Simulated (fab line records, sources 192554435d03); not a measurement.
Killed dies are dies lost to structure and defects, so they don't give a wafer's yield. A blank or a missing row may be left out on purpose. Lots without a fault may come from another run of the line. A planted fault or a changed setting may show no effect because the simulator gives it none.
Which tool did it? | flow n5_finfet | 10 lots, 25 wafers sampled, at 6 steps of a route of 1938

WHAT THE GAUGES READ, wafer by wafer
N5_ILD0_INSPECT_06: inspects for defects (darkfield).
lot  | measured    | on                | raw_defect_count
L627 | day 3 15:13 | defect_inspect-02 | 37 59 44
L628 | day 4 01:28 | defect_inspect-02 | 25 28
L630 | day 4 20:44 | defect_inspect-02 | 21 40
L631 | day 4 23:42 | defect_inspect-01 | 30 39
L632 | day 5 05:37 | defect_inspect-02 | 21 27
L634 | day 5 15:35 | defect_inspect-01 | 65 78 47
L636 | day 6 02:25 | defect_inspect-02 | 56 52 34
L638 | day 6 14:08 | defect_inspect-01 | 20 40
L648 | day 9 00:58 | defect_inspect-02 | 37 33 31
L649 | day 9 09:10 | defect_inspect-02 | 75 45 63

N5_SDB_CD_MEAS_11: target cd 50 nm.
lot  | measured    | on        | cd_nm (nm)
L627 | day 3 15:44 | cd_sem-01 | 51.5 52.3 51.8
L628 | day 4 01:49 | cd_sem-03 | 50.4 52.6
L630 | day 4 21:14 | cd_sem-02 | 51.2 49.8
L631 | day 5 00:11 | cd_sem-02 | 47.4 51.8
L632 | day 5 05:59 | cd_sem-02 | 51.3 51.4
L634 | day 5 16:01 | cd_sem-03 | 48.6 48.8 50.8
L636 | day 6 02:56 | cd_sem-02 | 50.5 50.0 50.7
L638 | day 6 14:38 | cd_sem-02 | 50.0 50.0
L648 | day 9 01:20 | cd_sem-02 | 43.2 43.7 42.4
L649 | day 9 09:31 | cd_sem-02 | 42.3 41.2 41.2

N5_BEOL_M4_RC_MEAS_101.
lot  | measured     | on        | DIBL_N (mV/V)  | DIBL_P (mV/V)  | IOFF_N (nA/um) | IOFF_P (nA/um) | ION_N (uA/um) | ION_P (uA/um) | SS_N (mV/dec)  | SS_P (mV/dec)  | VT_N (mV)   | VT_P (mV)
L627 | day 8 07:53  | prober-02 | 36.9 40.0 38.3 | 38.2 41.8 40.1 | 0.18 0.23 0.19 | 0.25 0.32 0.30 | 708 704 682   | 483 487 472   | 71.2 72.4 72.0 | 73.4 75.1 75.2 | 246 245 246 | -246 -243 -245
L628 | day 8 18:25  | prober-01 | 36.5 34.8      | 36.3 33.8      | 0.15 0.11      | 0.22 0.18      | 686 627       | 466 440       | 71.0 71.2      | 72.7 73.0      | 247 259     | -249 -257
L630 | day 10 12:07 | prober-02 | 37.2 38.7      | 36.4 39.8      | 0.19 0.22      | 0.25 0.33      | 657 654       | 448 455       | 73.0 72.3      | 74.4 75.3      | 248 247     | -247 -245
L631 | day 10 17:28 | prober-01 | 35.7 39.7      | 36.6 41.8      | 0.16 0.26      | 0.28 0.42      | 683 714       | 483 495       | 71.7 71.7      | 73.1 74.6      | 250 241     | -239 -238
L632 | day 11 16:47 | prober-01 | 34.1 35.5      | 32.0 34.3      | 0.11 0.14      | 0.18 0.22      | 652 664       | 460 463       | 71.0 70.7      | 72.5 73.3      | 257 252     | -249 -246
L634 | day 11 07:29 | prober-02 | 35.6 37.0 36.9 | 35.1 36.9 38.0 | 0.13 0.18 0.17 | 0.18 0.21 0.23 | 666 692 677   | 454 466 465   | 71.5 71.9 70.9 | 73.4 73.4 74.2 | 254 247 249 | -254 -249 -249
L636 | day 11 02:43 | prober-01 | 41.1 36.0 35.1 | 40.1 35.0 33.7 | 0.28 0.16 0.13 | 0.34 0.24 0.20 | 689 667 650   | 468 465 453   | 73.3 70.9 71.6 | 74.4 72.9 72.8 | 242 248 251 | -240 -247 -249
L638 | day 12 12:11 | prober-01 | 33.3 38.1      | 34.2 39.3      | 0.11 0.19      | 0.17 0.25      | 671 682       | 460 470       | 70.8 71.5      | 72.1 73.1      | 256 245     | -255 -251
L648 | day 14 19:58 | prober-02 | 35.2 35.0 36.6 | 34.1 34.6 36.3 | 0.15 0.14 0.17 | 0.20 0.20 0.23 | 683 675 689   | 464 466 470   | 71.3 71.2 72.5 | 72.3 72.1 73.7 | 249 251 249 | -251 -250 -249
L649 | day 15 12:50 | prober-01 | 35.3 37.2 32.0 | 35.1 37.3 30.7 | 0.15 0.19 0.11 | 0.21 0.24 0.16 | 679 687 676   | 470 470 470   | 71.6 71.8 69.8 | 73.5 73.9 72.2 | 252 247 255 | -248 -249 -253

WHICH TOOL RAN EACH LOT (tool, then ch and the chambers of the sampled wafers, then the start)
lot  | N5_SDB_EXPOSE_08                  | N5_SDB_DESCUM_16                  | N5_SDB_STRIP_21
L627 | arfi_scanner-03 ch 0, day 3 15:37 | rie_diel-02 ch 2,3, day 3 15:53   | rie_diel-02 ch 2,3, day 3 16:06
L628 | arfi_scanner-03 ch 0, day 4 01:43 | rie_diel-03 ch 0,1, day 4 01:55   | rie_diel-03 ch 0,1, day 4 02:08
L630 | arfi_scanner-01 ch 0, day 4 21:06 | rie_diel-02 ch 1,2, day 4 21:30   | rie_diel-02 ch 1,2, day 4 21:43
L631 | arfi_scanner-02 ch 0, day 5 00:05 | rie_diel-03 ch 0,1, day 5 00:17   | rie_diel-03 ch 0,1, day 5 00:29
L632 | arfi_scanner-02 ch 0, day 5 05:52 | rie_diel-03 ch 0,1, day 5 06:13   | rie_diel-03 ch 0,1, day 5 06:26
L634 | arfi_scanner-03 ch 0, day 5 15:53 | rie_diel-03 ch 1,2,3, day 5 16:31 | rie_diel-03 ch 1,2,3, day 5 16:44
L636 | arfi_scanner-03 ch 0, day 6 02:49 | rie_diel-04 ch 0,1, day 6 03:01   | rie_diel-04 ch 0,1, day 6 03:14
L638 | arfi_scanner-01 ch 0, day 6 14:31 | rie_diel-03 ch 0,1, day 6 15:01   | rie_diel-03 ch 0,1, day 6 15:13
L648 | arfi_scanner-02 ch 0, day 9 01:13 | rie_diel-04 ch 0,1, day 9 01:26   | rie_diel-04 ch 0,1, day 9 01:39
L649 | arfi_scanner-02 ch 0, day 9 09:24 | rie_diel-04 ch 1,2,3, day 9 09:49 | rie_diel-04 ch 1,2,3, day 9 10:02
- N5_SDB_EXPOSE_08: exposes mask SDB.
- N5_SDB_DESCUM_16: chemistry O2, time 7.9 s.
- N5_SDB_STRIP_21: strips in CF4.

WHAT THE TOOLS THEMSELVES READ (means of the sampled wafers that have a number; where no wafer has one, the mark that the record gives instead)
N5_SDB_EXPOSE_08.
lot  | tool            | exposure_dose_mJ_cm2 | focus_offset_nm (nm)
L627 | arfi_scanner-03 | 49.55                | -0.8
L628 | arfi_scanner-03 | 49.59                | 0.4
L630 | arfi_scanner-01 | 49.52                | -0.2
L631 | arfi_scanner-02 | 49.62                | 0.1
L632 | arfi_scanner-02 | 49.61                | -0.5
L634 | arfi_scanner-03 | 49.54                | -0.3
L636 | arfi_scanner-03 | 49.54                | 0.2
L638 | arfi_scanner-01 | 49.59                | -0.3
L648 | arfi_scanner-02 | 46.31                | 0.2
L649 | arfi_scanner-02 | 46.93                | 0.3

N5_SDB_DESCUM_16.
lot  | tool        | drypump_motor_current_A (A) | oes_product_au (a.u.) | rf_fwd_power_W (W) | rf_vpp_V (V) | showerhead_plenum_p_Torr (Torr) | throttle_valve_pct (%)
L627 | rie_diel-02 | 5.4                         | 0.78                  | 49.46              | 243.3        | 2.19                            | 20.45
L628 | rie_diel-03 | 5.4                         | 0.81                  | 49.70              | 243.3        | 2.10                            | 20.19
L630 | rie_diel-02 | 5.4                         | 0.77                  | 49.38              | 243.6        | 2.16                            | 20.56
L631 | rie_diel-03 | 5.4                         | 0.80                  | 49.58              | 243.6        | 2.10                            | 20.20
L632 | rie_diel-03 | 5.4                         | 0.79                  | 49.53              | 243.9        | 2.10                            | 20.20
L634 | rie_diel-03 | 5.3                         | 0.71                  | 49.51              | 242.6        | 2.01                            | 20.44
L636 | rie_diel-04 | 5.7                         | 0.75                  | 49.66              | 244.4        | 2.10                            | 20.34
L638 | rie_diel-03 | 5.4                         | 0.77                  | 49.45              | 242.7        | 2.09                            | 20.22
L648 | rie_diel-04 | 5.7                         | 0.73                  | 49.87              | 242.9        | 2.10                            | 20.39
L649 | rie_diel-04 | 6.0                         | 0.87                  | 49.44              | 243.2        | 2.15                            | 20.37

N5_SDB_STRIP_21.
lot  | tool        | drypump_motor_current_A (A) | oes_product_au (a.u.) | rf_fwd_power_W (W) | rf_vpp_V (V) | showerhead_plenum_p_Torr (Torr) | throttle_valve_pct (%)
L627 | rie_diel-02 | 5.4                         | 0.77                  | 291.8              | 271.5        | 1.84                            | 13.40
L628 | rie_diel-03 | 5.4                         | 0.83                  | 292.5              | 272.0        | 1.81                            | 13.41
L630 | rie_diel-02 | 5.3                         | 0.75                  | 294.1              | 271.5        | 1.83                            | 13.57
L631 | rie_diel-03 | 5.4                         | 0.81                  | 293.5              | 271.9        | 1.81                            | 13.43
L632 | rie_diel-03 | 5.4                         | 0.80                  | 292.1              | 272.6        | 1.81                            | 13.42
L634 | rie_diel-03 | 5.3                         | 0.71                  | 292.7              | 270.4        | 1.74                            | 13.72
L636 | rie_diel-04 | 5.7                         | 0.73                  | 293.2              | 271.4        | 1.80                            | 13.60
L638 | rie_diel-03 | 5.4                         | 0.79                  | 293.0              | 270.9        | 1.80                            | 13.46
L648 | rie_diel-04 | 5.7                         | 0.72                  | 291.8              | 271.9        | 1.79                            | 13.66
L649 | rie_diel-04 | 6.0                         | 0.85                  | 293.1              | 271.3        | 1.82                            | 13.46

THE ANSWER, worked out from the rows above alone
Rule: what is usual is taken from the lots themselves. Put in order of their means at a reading, lots are off if they are a third of the lots or fewer, leave a main group of 4 or more, and stand apart from it by a gap of 3 or more times the standard deviation of the main group's means; of several such gaps the widest counts. A main group whose means are all the same, to the digits that the tables above print for the reading, isn't used. A lot without any number at a reading at which 4 lots or more have one is off too. The other lots that the step has rows for count as sound. The gauges are gone through in route order, then the tools' own readings, and for those a lot's mean is taken as printed above. The first step at which some lot is off is used, and at that step the reading that is off furthest; a lot without a number counts as furthest.
Off: L648, L649, at N5_SDB_CD_MEAS_11 (cd_nm). The main group: mean 50.6 nm, standard deviation 0.85.
A tool fits if, at a process step before that reading, it ran every lot that is off, and no sound lot after the first of them. The gauges at N5_SDB_CD_MEAS_11 aren't tried: what is off there is off at N5_SDB_EXPOSE_08 too, on other tools, and a gauge's error can't cause that. One fits: arfi_scanner-02 at N5_SDB_EXPOSE_08. Its last sound lot is L632 (day 5 05:52), its first lot that is off L648 (day 9 01:13): a fault that began between those two fits.
The tool's own readings at N5_SDB_EXPOSE_08 bear it out: on the lots that are off they differ by more than 5 times the standard deviation of the sound lots' means. exposure_dose_mJ_cm2 reads 46.62 there against 49.57 on the sound lots.

WHAT THE SIMULATOR HAD PUT IN
Process parameter drift: arfi_scanner-02, from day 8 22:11 on, at N5_SDB_EXPOSE_08. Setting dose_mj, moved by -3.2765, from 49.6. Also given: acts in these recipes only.
Lots struck among those shown: L648, L649. The rule above found the same.
